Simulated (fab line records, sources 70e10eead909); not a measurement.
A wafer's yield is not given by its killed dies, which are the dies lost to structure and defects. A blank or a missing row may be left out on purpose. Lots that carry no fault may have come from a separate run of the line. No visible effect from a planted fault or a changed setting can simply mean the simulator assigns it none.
fab line records	flow nand_harc
[record] lots = 6	wafers = 18	last_day = 32
route steps=1302 shown A_SLIT@946 A_SIN_REMOVE@947 A_WL_FILL@952 END@1302
lots that met no fault: from a run of the same line without faults
start_h: hours from the record's opening day to when the first of the lot's shown wafers began	wait_h: time in hours since the lot's previous step	" unchanged from the row above	L1.1+2: several wafers, shown together as one row	- either no value or no given start	* or withheld: withheld	< > ~ a bound
route shown NAME@n: names a module that has steps shown in the file, with the first one's number in the route	usual: average and standard deviation across the fault-free wafers	same: alike in all rows	chamber/n: place in a boat	sites: readings site by site	_std_site: standard deviation across them	_edge_site: the outer-site mean with the inner-site mean subtracted	radius_mm: how far each site lies from the wafer's centre	mask NAME#n: copy n	behind: the most recent tool/chamber to have shaped the wafer	hold: what put the lot on hold/how long, in hours/how the hold closed	device: the transistor (n, p or np) that didn't switch	end of line: the tests these same wafers got at the end of their route	a step with no rows: only its recipe	killed: count of dies lost to structure and defects at first sort (not the wafer's yield)	map: a wafer's dies, marking killed ones x, the rest . and places with no die _
set.NAME: the setting the step ran with; set.NAME@STEP: the setting that earlier step ran with	model.NAME: the simulator's own value behind a step, which no gauge read
lots at selected steps of the route; one table per step, one row per wafer
services: from which hour (start_h, from the record's first day; less than 0 if before it) a tool's chamber was out of use, for how many hours, and why
[[steps]]
[step NHARC_A_SLIT_CD_MEAS_21]
[usual] cd_nm = 289.6/0.78
lot.wafer	tool	chamber	start_h	wait_h	cd_nm
L748.4	cd_sem-03	-	519.49	-	288.9
L748.5	"	-	"	"	288.6
L748.6	"	-	"	"	289.3
L757.3	cd_sem-02	-	600.14	-	289.7
L757.4	"	-	"	"	289.7
L757.6	"	-	"	"	289.7
L755.4	cd_sem-03	-	601.93	-	290.4
L755.5	"	-	"	"	290.4
L755.6	"	-	"	"	289.6
L761.1	cd_sem-03	-	628.02	-	291.0
L761.4	"	-	"	"	290.4
L761.6	"	-	"	"	290.3
L762.1	cd_sem-02	-	649.81	-	289.2
L762.2	"	-	"	"	290.0
L762.5	"	-	"	"	289.7
L763.2	cd_sem-02	-	660.20	-	289.8
L763.3	"	-	"	"	289.9
L763.6	"	-	"	"	289.7
[step NHARC_A_SIN_REMOVE_WET_00]
[recipe] temp_c = 160	time_s = 15300	chemistry = H3PO4
[step NHARC_A_SIN_REMOVE_PRECLEAN_01]
[recipe] time_s = *	temp_c = 50	bath_age_min = 0	chemistry = SC1
[step NHARC_A_SIN_REMOVE_SRD_02]
[step NHARC_A_SIN_REMOVE_INSPECT_04]
[usual] raw_defect_count = 393/78
lot.wafer	tool	chamber	start_h	wait_h	raw_defect_count
L748.4	defect_inspect-02	-	526.13	0.0	256
L748.5	"	-	"	"	224
L748.6	"	-	"	"	298
L757.3	defect_inspect-01	-	606.74	0.0	485
L757.4	"	-	"	"	426
L757.6	"	-	"	"	455
L755.4	defect_inspect-01	-	609.16	0.0	398
L755.5	"	-	"	"	461
L755.6	"	-	"	"	461
L761.1	defect_inspect-01	-	634.26	0.0	393
L761.4	"	-	"	"	404
L761.6	"	-	"	"	420
L762.1	defect_inspect-01	-	657.57	0.0	333
L762.2	"	-	"	"	378
L762.5	"	-	"	"	398
L763.2	defect_inspect-01	-	666.82	0.0	338
L763.3	"	-	"	"	374
L763.6	"	-	"	"	434
[step NHARC_A_WL_FILL_ALD_00]
[recipe] target_thk_a = 30	pulse_time_s = 3	ald_cycles = 30	temp_c = 300	material = Al2O3
[usual] heater_power_w = 443/36	precursor_pulse_height_rel = 1.001/0.023
lot.wafer	tool	chamber	start_h	wait_h	heater_power_w	precursor_pulse_height_rel
L748.4	ald_hk-02	1	526.19	0.1	497	0.987
L748.5	"	1	"	"	489	1.021
L748.6	"	2	"	"	438	1.010
L757.4	ald_hk-02	2	606.83	0.1	430	0.964
L757.3	"	3	"	"	475	0.972
L757.6	"	1	"	"	445	1.043
L755.4	ald_hk-03	2	609.39	0.2	434	0.984
L755.6	"	3	"	"	373	0.981
L755.5	"	0	"	"	486	0.949
L761.1	ald_hk-04	0	634.52	0.3	456	1.008
L761.4	"	1	"	"	490	1.017
L761.6	"	3	"	"	457	0.983
L762.1	ald_hk-03	3	657.66	0.1	371	1.007
L762.2	"	1	"	"	424	0.989
L762.5	"	2	"	"	441	0.998
L763.2	ald_hk-04	3	666.92	0.1	459	0.989
L763.3	"	0	"	"	474	0.978
L763.6	"	3	"	"	467	1.005
[step NHARC_A_WL_FILL_RTA_01]
[recipe] temp_c = 1000	time_s = 5
[usual] lamp_power_pct = 27.5/1.8	wafer_temp_C_max = 1003.1/0.76
lot.wafer	tool	chamber	start_h	wait_h	lamp_power_pct	wafer_temp_C_max
L748.4	rtp_anneal-02	0	526.54	-	29.6	1002.7
L748.5	"	0	"	"	29.7	1004.1
L748.6	"	0	"	"	29.7	1002.7
L757.3	rtp_anneal-01	0	607.12	-	26.0	1004.0
L757.4	"	0	"	"	26.0	1003.4
L757.6	"	0	"	"	25.9	1003.1
L755.4	rtp_anneal-01	0	609.74	0.3	26.0	1003.9
L755.5	"	0	"	"	26.0	1002.9
L755.6	"	0	"	"	26.0	1003.5
L761.1	rtp_anneal-02	0	634.76	-	29.7	1003.5
L761.4	"	0	"	"	29.7	1002.2
L761.6	"	0	"	"	29.7	1003.6
L762.1	rtp_anneal-01	0	657.91	-	26.0	1002.3
L762.2	"	0	"	"	26.0	1002.3
L762.5	"	0	"	"	26.0	1003.2
L763.2	rtp_anneal-01	0	667.18	-	26.0	1002.4
L763.3	"	0	"	"	26.0	1003.8
L763.6	"	0	"	"	25.9	1003.4
[step NHARC_A_WL_FILL_ALD_02]
[recipe] target_thk_a = 20	pulse_time_s = 3	ald_cycles = 100	temp_c = 450	material = TiN
[usual] heater_power_w = 1037/73	precursor_pulse_height_rel = 1.003/0.018
lot.wafer	tool	chamber	start_h	wait_h	heater_power_w	precursor_pulse_height_rel
L748.4	ald_metal-03	2	526.78	0.2	1089	1.003
L748.6	"	3	"	"	1111	0.981
L748.5	"	0	"	"	921	1.016
L757.3	ald_metal-02	2	607.38	0.2	985	1.019
L757.6	"	3	"	"	970	1.040
L757.4	"	0	"	"	1034	1.018
L755.5	ald_metal-02	2	610.02	0.2	981	0.983
L755.4	"	3	"	"	974	1.004
L755.6	"	0	"	"	1040	0.978
L761.1	ald_metal-03	1	635.01	0.2	1194	1.001
L761.4	"	2	"	"	1135	0.986
L761.6	"	0	"	"	915	0.992
L762.2	ald_metal-02	1	658.16	0.2	1033	0.981
L762.1	"	3	"	"	944	0.993
L762.5	"	1	"	"	997	0.994
L763.3	ald_metal-02	2	667.37	0.1	1021	0.994
L763.2	"	1	"	"	1025	1.015
L763.6	"	3	"	"	979	0.992
[step NHARC_A_WL_FILL_CVD_03]
[recipe] target_thk_a = 400	temp_c = 300	pressure_torr = 40	wf6_flow_sccm = 40	h2_flow_sccm = 1600	ar_flow_sccm = 1560	time_s = 279	material = W
[step NHARC_A_WL_FILL_ETCHBACK_04]
[recipe] target_depth_a = 600	time_s = 120	chemistry = NF3
[usual] chamber_pressure_mTorr = 299.9/0.34	drypump_motor_current_A = 5.5/0.41	oes_product_au = 1.000/0.0075
lot.wafer	tool	chamber	start_h	wait_h	chamber_pressure_mTorr	drypump_motor_current_A	oes_product_au	rf_hours_counter_h
L748.4	rie_metal-02	0	527.54	0.3	300.0	5.9	1.003	-
L748.6	"	0	"	"	299.9	6.0	1.001	-
L748.5	"	1	"	"	300.3	5.6	0.987	-
L757.3	rie_metal-03	0	608.22	0.3	300.1	5.8	1.010	-
L757.4	"	1	"	"	300.1	5.4	1.010	-
L757.6	"	0	"	"	300.0	5.8	1.021	-
L755.4	rie_metal-01	1	610.82	0.2	299.9	4.7	0.998	-
L755.5	"	1	"	"	300.0	4.7	1.004	-
L755.6	"	0	"	"	300.0	4.9	0.998	-
L761.1	rie_metal-01	0	635.92	0.3	300.2	5.0	1.000	1.0
L761.4	"	1	"	"	300.0	4.7	1.006	-
L761.6	"	0	"	"	300.5	5.0	0.995	-
L762.1	rie_metal-02	0	658.93	0.3	299.6	6.0	1.015	0.3
L762.2	"	1	"	"	299.8	5.6	1.002	0.3
L762.5	"	1	"	"	300.2	5.6	1.007	-
L763.2	rie_metal-03	1	668.22	0.4	299.8	5.5	0.989	2.7
L763.3	"	0	"	"	300.3	5.8	1.001	-
L763.6	"	0	"	"	300.0	5.8	0.993	-
[step NHARC_A_WL_FILL_ETCHBACK_05]
[recipe] target_depth_a = 220	time_s = 60	temp_c = 40	chemistry = Cl2/BCl3
[usual] chamber_pressure_mTorr = 9.999/0.0089	drypump_motor_current_A = 5.5/0.41	oes_product_au = 1.000/0.0075
lot.wafer	tool	chamber	start_h	wait_h	chamber_pressure_mTorr	drypump_motor_current_A	oes_product_au	rf_hours_counter_h
L748.4	rie_metal-02	1	527.76	0.2	9.993	5.6	0.985	-
L748.6	"	0	"	"	10.004	6.0	1.000	-
L748.5	"	1	"	"	9.989	5.6	0.981	-
L757.4	rie_metal-03	0	608.42	0.1	-	-	-	-
L757.3	"	1	"	"	-	-	-	-
L757.6	"	1	"	"	-	-	-	-
L755.4	rie_metal-01	1	611.02	0.2	-	-	-	-
L755.6	"	1	"	"	-	-	-	-
L755.5	"	0	"	"	-	-	-	-
L761.1	rie_metal-01	1	636.17	0.2	9.998	4.7	1.009	1.1
L761.4	"	1	"	"	9.998	4.7	1.007	-
L761.6	"	1	"	"	10.000	4.7	1.015	-
L762.1	rie_metal-02	1	659.24	0.3	10.017	5.6	1.003	0.4
L762.2	"	0	"	"	9.993	5.9	1.016	0.4
L762.5	"	1	"	"	10.001	5.6	1.004	-
L763.2	rie_metal-03	0	668.44	0.2	10.011	5.8	1.003	2.9
L763.3	"	1	"	"	9.988	5.5	0.994	-
L763.6	"	0	"	"	9.984	5.8	0.993	-
[step NHARC_A_WL_FILL_STRIP_27]
[recipe] power_w = 1500	temp_c = 250	time_s = 20	chemistry = N2/H2
[usual] drypump_motor_current_A = 5.8/0.54	heater_power_w = 332/34
lot.wafer	tool	chamber	start_h	wait_h	drypump_motor_current_A	heater_power_w	rf_hours_counter_h
L748.4	plasma_asher-02	1	528.09	0.3	6.6	350	-
L748.5	"	0	"	"	5.2	352	-
L748.6	"	1	"	"	6.6	342	-
L757.4	plasma_asher-01	1	609.08	0.7	5.7	271	-
L757.3	"	0	"	"	5.7	326	-
L757.6	"	0	"	"	5.7	329	-
L755.4	plasma_asher-01	1	611.20	0.2	5.7	275	-
L755.5	"	0	"	"	5.7	327	-
L755.6	"	1	"	"	5.7	274	-
L761.1	plasma_asher-01	0	636.30	0.1	5.7	334	23
L761.4	"	0	"	"	5.7	326	-
L761.6	"	0	"	"	5.7	327	-
L762.1	plasma_asher-01	0	659.38	0.1	5.7	321	28
L762.2	"	1	"	"	5.7	277	28
L762.5	"	0	"	"	5.7	329	-
L763.2	plasma_asher-02	0	669.19	0.7	5.2	355	14
L763.3	"	0	"	"	5.2	351	-
L763.6	"	0	"	"	5.2	350	-
[step NHARC_END_SORT_01]
[recipe] temp_c = 25
[usual] killed_at_array = 58/15	killed_at_other = 0.8/1.2	killed_at_periphery = 3.5/2.5	killed_dies = 62/15	killed_open = 3.2/1.7	killed_short = 2.4/1.5
[same] gross_dies = 677
lot.wafer	tool	chamber	start_h	wait_h	hold	killed_at_array	killed_at_other	killed_at_periphery	killed_dies	killed_open	killed_short
L748.4	prober-02	0	633.99	3.4	-	46	0	2	48	3	1
L748.5	prober-02	0	634.79	3.7	-	49	0	3	52	2	1
L748.6	prober-02	0	635.60	4.0	-	49	2	1	52	3	1
L757.3	prober-01	0	709.57	3.1	await_dispo/2.9h/scrap	671	2	4	677	6	6
L757.4	prober-01	0	710.36	3.4	await_dispo/2.9h/scrap	675	0	2	677	4	2
L757.6	prober-01	0	711.94	4.0	await_dispo/2.9h/scrap	674	1	2	677	2	3
L755.4	prober-02	0	710.46	3.4	await_dispo/1.0h/scrap	670	0	7	677	2	4
L755.5	prober-02	0	711.26	3.7	await_dispo/1.0h/scrap	672	0	5	677	3	6
L755.6	prober-02	0	712.06	4.0	await_dispo/1.0h/scrap	674	0	3	677	2	1
L761.1	prober-02	0	733.34	2.5	-	62	1	6	69	4	3
L761.4	prober-02	0	735.68	3.3	-	71	0	3	74	4	3
L761.6	prober-02	0	737.24	3.9	-	80	0	1	81	3	3
L762.1	prober-01	0	761.60	2.5	-	70	0	3	73	5	4
L762.2	prober-01	0	762.40	2.8	-	55	2	5	62	7	2
L762.5	prober-01	0	764.81	3.7	-	60	1	1	62	2	2
L763.2	prober-02	0	773.36	2.8	-	53	0	0	53	1	1
L763.3	prober-02	0	774.16	3.1	-	68	0	2	70	3	2
L763.6	prober-02	0	776.58	4.0	-	73	0	0	73	1	0
// killed by level:class
L748.4 A_SLIT:chamber_film_flake=28 A_CONTACT:chamber_film_flake=5 A_CHANNEL_HOLE_D2:chamber_film_flake=4 A_CHANNEL_HOLE_D1:chamber_film_flake=2 A_STAIRCASE:chamber_film_flake=2 A_ONON_D1:geometric_particle:open=1 A_ONON_D1:geometric_particle:short=1 A_SGD_CUT:geometric_particle:open=1
L748.5 A_SLIT:chamber_film_flake=30 A_CHANNEL_HOLE_D2:chamber_film_flake=8 A_CHANNEL_HOLE_D1:chamber_film_flake=5 A_CONTACT:chamber_film_flake=4 P_GATE:chamber_film_flake=2 P_CONTACT:geometric_particle:open=1 A_WL_FILL:geometric_particle:short=1 A_CONTACT:geometric_particle:open=1
L748.6 A_SLIT:chamber_film_flake=28 A_CONTACT:chamber_film_flake=8 A_CHANNEL_HOLE_D2:chamber_film_flake=5 A_CHANNEL_HOLE_D1:chamber_film_flake=2 A_WL_FILL:chamber_film_flake=2 A_CHANNEL_FILL_D1:geometric_particle:short=1 A_BLC:geometric_particle:open=1 A_M1:geometric_particle:open=1
L757.3 A_WL_FILL:area_etchback=612 A_SLIT:chamber_film_flake=34 A_CHANNEL_HOLE_D1:chamber_film_flake=5 A_SGD_CUT:chamber_film_flake=5 A_ONON_D1:geometric_particle:open=2 A_WL_FILL:geometric_particle:short=2 P_GATE:chamber_film_flake=2 THIN_TSV:chamber_film_flake=2
L757.4 A_WL_FILL:area_etchback=624 A_SLIT:chamber_film_flake=28 A_CHANNEL_HOLE_D1:chamber_film_flake=7 A_CHANNEL_FILL_D2:chamber_film_flake=3 A_STAIRCASE:chamber_film_flake=3 A_SGD_CUT:chamber_film_flake=3 A_DECK1_JOINT:geometric_particle:open=2 P_GATE:geometric_particle:short=1
L755.4 A_WL_FILL:area_etchback=642 A_CONTACT:chamber_film_flake=5 A_CHANNEL_HOLE_D1:chamber_film_flake=4 A_SLIT:chamber_film_flake=4 P_GATE:chamber_film_flake=3 A_CHANNEL_FILL_D2:chamber_film_flake=3 A_DECK1_JOINT:geometric_particle:short=2 A_CHANNEL_FILL_D1:chamber_film_flake=2
L755.5 A_WL_FILL:area_etchback=642 A_CHANNEL_HOLE_D1:chamber_film_flake=7 A_SLIT:chamber_film_flake=4 A_CHANNEL_FILL_D2:geometric_particle:short=3 A_CHANNEL_FILL_D1:chamber_film_flake=3 A_DECK1_JOINT:chamber_film_flake=3 A_CONTACT:chamber_film_flake=3 P_GATE:chamber_film_flake=2
L757.6 A_WL_FILL:area_etchback=613 A_SLIT:chamber_film_flake=30 A_CHANNEL_HOLE_D1:chamber_film_flake=10 A_SGD_CUT:chamber_film_flake=9 A_STAIRCASE:chamber_film_flake=4 A_CONTACT:chamber_film_flake=2 A_ONON_D1:geometric_particle:open=1 A_ONON_D2:geometric_particle:short=1
L755.6 A_WL_FILL:area_etchback=650 A_CHANNEL_HOLE_D1:chamber_film_flake=9 A_CONTACT:chamber_film_flake=6 A_SLIT:chamber_film_flake=4 A_CHANNEL_FILL_D2:geometric_particle:open=2 A_DECK1_JOINT:geometric_particle:short=1 P_STI:chamber_film_flake=1 P_GATE:chamber_film_flake=1
L761.1 A_SLIT:chamber_film_flake=21 A_CHANNEL_HOLE_D2:chamber_film_flake=15 A_CHANNEL_HOLE_D1:chamber_film_flake=11 A_CHANNEL_FILL_D2:chamber_film_flake=5 A_STAIRCASE:chamber_film_flake=3 A_CONTACT:chamber_film_flake=3 A_WL_FILL:geometric_particle:short=2 P_GATE:chamber_film_flake=2
L761.4 A_SLIT:chamber_film_flake=31 A_CHANNEL_HOLE_D2:chamber_film_flake=15 A_CHANNEL_HOLE_D1:chamber_film_flake=9 A_CONTACT:chamber_film_flake=6 A_CHANNEL_FILL_D2:chamber_film_flake=3 A_ONON_D2:geometric_particle:short=2 P_CONTACT:geometric_particle:open=1 A_CHANNEL_FILL_D1:geometric_particle:open=1
L761.6 A_SLIT:chamber_film_flake=27 A_CHANNEL_HOLE_D2:chamber_film_flake=21 A_CONTACT:chamber_film_flake=10 A_CHANNEL_HOLE_D1:chamber_film_flake=8 A_STAIRCASE:chamber_film_flake=4 A_ZERO_WELL:chamber_film_flake=2 A_ONON_D1:geometric_particle:open=1 A_DECK1_JOINT:geometric_particle:short=1
L762.1 A_CHANNEL_HOLE_D2:chamber_film_flake=26 A_CHANNEL_HOLE_D1:chamber_film_flake=12 A_CONTACT:chamber_film_flake=11 A_SLIT:chamber_film_flake=4 A_STAIRCASE:chamber_film_flake=3 A_WL_FILL:chamber_film_flake=3 A_WL_FILL:geometric_particle:short=2 P_GATE:chamber_film_flake=2
L762.2 A_CHANNEL_HOLE_D2:chamber_film_flake=22 A_CHANNEL_HOLE_D1:chamber_film_flake=9 A_CONTACT:chamber_film_flake=9 A_SLIT:chamber_film_flake=4 A_CHANNEL_FILL_D1:chamber_film_flake=3 P_M0:geometric_particle:open=2 THIN_TSV:chamber_film_flake=2 A_STAIRCASE:chamber_film_flake=2
L762.5 A_CHANNEL_HOLE_D2:chamber_film_flake=24 A_CHANNEL_HOLE_D1:chamber_film_flake=11 A_SLIT:chamber_film_flake=8 A_CONTACT:chamber_film_flake=8 A_WL_FILL:chamber_film_flake=3 A_CHANNEL_FILL_D1:geometric_particle:short=2 A_ZERO_WELL:chamber_film_flake=2 P_CONTACT:geometric_particle:open=1
L763.2 A_SLIT:chamber_film_flake=26 A_CHANNEL_HOLE_D1:chamber_film_flake=9 A_CHANNEL_HOLE_D2:chamber_film_flake=7 A_CHANNEL_FILL_D1:chamber_film_flake=4 A_CONTACT:chamber_film_flake=3 A_CHANNEL_HOLE_D2:geometric_particle:short=1 A_M0:geometric_particle:open=1 A_ZERO_WELL:chamber_film_flake=1
L763.3 A_SLIT:chamber_film_flake=38 A_CHANNEL_HOLE_D1:chamber_film_flake=15 A_CHANNEL_HOLE_D2:chamber_film_flake=4 A_CHANNEL_FILL_D1:chamber_film_flake=3 A_WL_FILL:geometric_particle:open=2 P_ZERO_WELL:chamber_film_flake=2 A_CONTACT:chamber_film_flake=2 A_CHANNEL_FILL_D1:geometric_particle:short=1
L763.6 A_SLIT:chamber_film_flake=43 A_CHANNEL_HOLE_D1:chamber_film_flake=14 A_CHANNEL_HOLE_D2:chamber_film_flake=6 A_CHANNEL_FILL_D1:chamber_film_flake=2 A_CHANNEL_FILL_D2:chamber_film_flake=2 A_WL_FILL:chamber_film_flake=2 A_CONTACT:chamber_film_flake=2 A_ONON_D1:geometric_particle:open=1
// map L755.4 (x killed, . not)
____________x____________
_________xxxxxxx_________
_______xxxxxxxxxxx_______
______xxxxxxxxxxxxx______
_____xxxxxxxxxxxxxxx_____
____xxxxxxxxxxxxxxxxx____
____xxxxxxxxxxxxxxxxx____
___xxxxxxxxxxxxxxxxxxx___
___xxxxxxxxxxxxxxxxxxx___
__xxxxxxxxxxxxxxxxxxxxx__
__xxxxxxxxxxxxxxxxxxxxx__
_xxxxxxxxxxxxxxxxxxxxxxx_
_xxxxxxxxxxxxxxxxxxxxxxx_
_xxxxxxxxxxxxxxxxxxxxxxx_
_xxxxxxxxxxxxxxxxxxxxxxx_
_xxxxxxxxxxxxxxxxxxxxxxx_
xxxxxxxxxxxxxxxxxxxxxxxxx
xxxxxxxxxxxxxxxxxxxxxxxxx
xxxxxxxxxxxxxxxxxxxxxxxxx
xxxxxxxxxxxxxxxxxxxxxxxxx
xxxxxxxxxxxxxxxxxxxxxxxxx
_xxxxxxxxxxxxxxxxxxxxxxx_
_xxxxxxxxxxxxxxxxxxxxxxx_
_xxxxxxxxxxxxxxxxxxxxxxx_
_xxxxxxxxxxxxxxxxxxxxxxx_
_xxxxxxxxxxxxxxxxxxxxxxx_
__xxxxxxxxxxxxxxxxxxxxx__
__xxxxxxxxxxxxxxxxxxxxx__
___xxxxxxxxxxxxxxxxxxx___
___xxxxxxxxxxxxxxxxxxx___
____xxxxxxxxxxxxxxxxx____
____xxxxxxxxxxxxxxxxx____
_____xxxxxxxxxxxxxxx_____
______xxxxxxxxxxxxx______
_______xxxxxxxxxxx_______
_________xxxxxxx_________
____________x____________
// map L757.3 (x killed, . not)
____________x____________
_________xxxxxxx_________
_______xxxxxxxxxxx_______
______xxxxxxxxxxxxx______
_____xxxxxxxxxxxxxxx_____
____xxxxxxxxxxxxxxxxx____
____xxxxxxxxxxxxxxxxx____
___xxxxxxxxxxxxxxxxxxx___
___xxxxxxxxxxxxxxxxxxx___
__xxxxxxxxxxxxxxxxxxxxx__
__xxxxxxxxxxxxxxxxxxxxx__
_xxxxxxxxxxxxxxxxxxxxxxx_
_xxxxxxxxxxxxxxxxxxxxxxx_
_xxxxxxxxxxxxxxxxxxxxxxx_
_xxxxxxxxxxxxxxxxxxxxxxx_
_xxxxxxxxxxxxxxxxxxxxxxx_
xxxxxxxxxxxxxxxxxxxxxxxxx
xxxxxxxxxxxxxxxxxxxxxxxxx
xxxxxxxxxxxxxxxxxxxxxxxxx
xxxxxxxxxxxxxxxxxxxxxxxxx
xxxxxxxxxxxxxxxxxxxxxxxxx
_xxxxxxxxxxxxxxxxxxxxxxx_
_xxxxxxxxxxxxxxxxxxxxxxx_
_xxxxxxxxxxxxxxxxxxxxxxx_
_xxxxxxxxxxxxxxxxxxxxxxx_
_xxxxxxxxxxxxxxxxxxxxxxx_
__xxxxxxxxxxxxxxxxxxxxx__
__xxxxxxxxxxxxxxxxxxxxx__
___xxxxxxxxxxxxxxxxxxx___
___xxxxxxxxxxxxxxxxxxx___
____xxxxxxxxxxxxxxxxx____
____xxxxxxxxxxxxxxxxx____
_____xxxxxxxxxxxxxxx_____
______xxxxxxxxxxxxx______
_______xxxxxxxxxxx_______
_________xxxxxxx_________
____________x____________
[[services]]
tool	chamber	start_h	hours	kind
plasma_asher-01	-	519.00	9.0	pm
plasma_asher-01	0	519.00	9.0	vent_cycle
plasma_asher-01	1	519.00	9.0	vent_cycle
rie_metal-03	-	519.00	9.0	pm
rie_metal-03	0	519.00	9.0	vent_cycle
rie_metal-03	1	519.00	9.0	vent_cycle
plasma_asher-01	0	528.00	-	clean
plasma_asher-01	1	528.00	-	clean
rie_metal-03	0	528.00	-	clean
rie_metal-03	1	528.00	-	clean
ald_hk-02	-	528.66	10.0	pm
ald_metal-03	-	568.00	10.0	pm
ald_hk-03	-	570.32	10.0	pm
rie_metal-01	-	575.00	9.0	pm
ald_metal-03	1	582.58	2.8	repair
ald_metal-03	-	597.39	1.7	repair
ald_metal-02	1	600.99	22.3	repair
plasma_asher-02	-	603.00	9.0	pm
ald_hk-04	-	612.74	10.0	pm
rie_metal-02	-	620.23	0.6	repair
rie_metal-02	-	631.00	9.0	pm
ald_hk-03	-	639.11	0.8	repair
ald_metal-03	2	653.93	13.5	repair
plasma_asher-01	-	666.84	3.5	repair
[[key]]
[first_sign] step = NHARC_A_WL_FILL_ETCHBACK_05	reading = tool_record	direction = missing
[effect] step = NHARC_END_SORT_01	reading = killed_dies	direction = up	sigmas = 42	usual = 62	struck = 677
[more_kills_born_at] NHARC_A_WL_FILL_ETCHBACK_05@rie_metal-01 = 1931	NHARC_A_WL_FILL_ETCHBACK_05@rie_metal-03 = 1848
met_at NHARC_A_WL_FILL_ETCHBACK_05
struck_wafers L755.4,L755.5,L755.6,L757.3,L757.4,L757.6
later_rows_left_out L755.4,L755.5,L755.6,L757.3,L757.4,L757.6
tester_left_out L755,L757
[fault] kind = skipped_step_whole	tool = rie_metal-01,rie_metal-03	chamber = -	onset_h = 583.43	steps = NHARC_A_WL_FILL_ETCHBACK_05	scope = struck_lots_only
// tester_left_out: of these lots the tester's yield and bins aren't shown, on N5 and GAA mostly nor the transistor test; their killed dies are dies lost to structure and defects alone, not to doping, threshold or leakage, so they don't give the yield
// later_rows_left_out: the simulator's readings of these wafers behind a module that went badly wrong aren't trusted and aren't shown, but for the sort
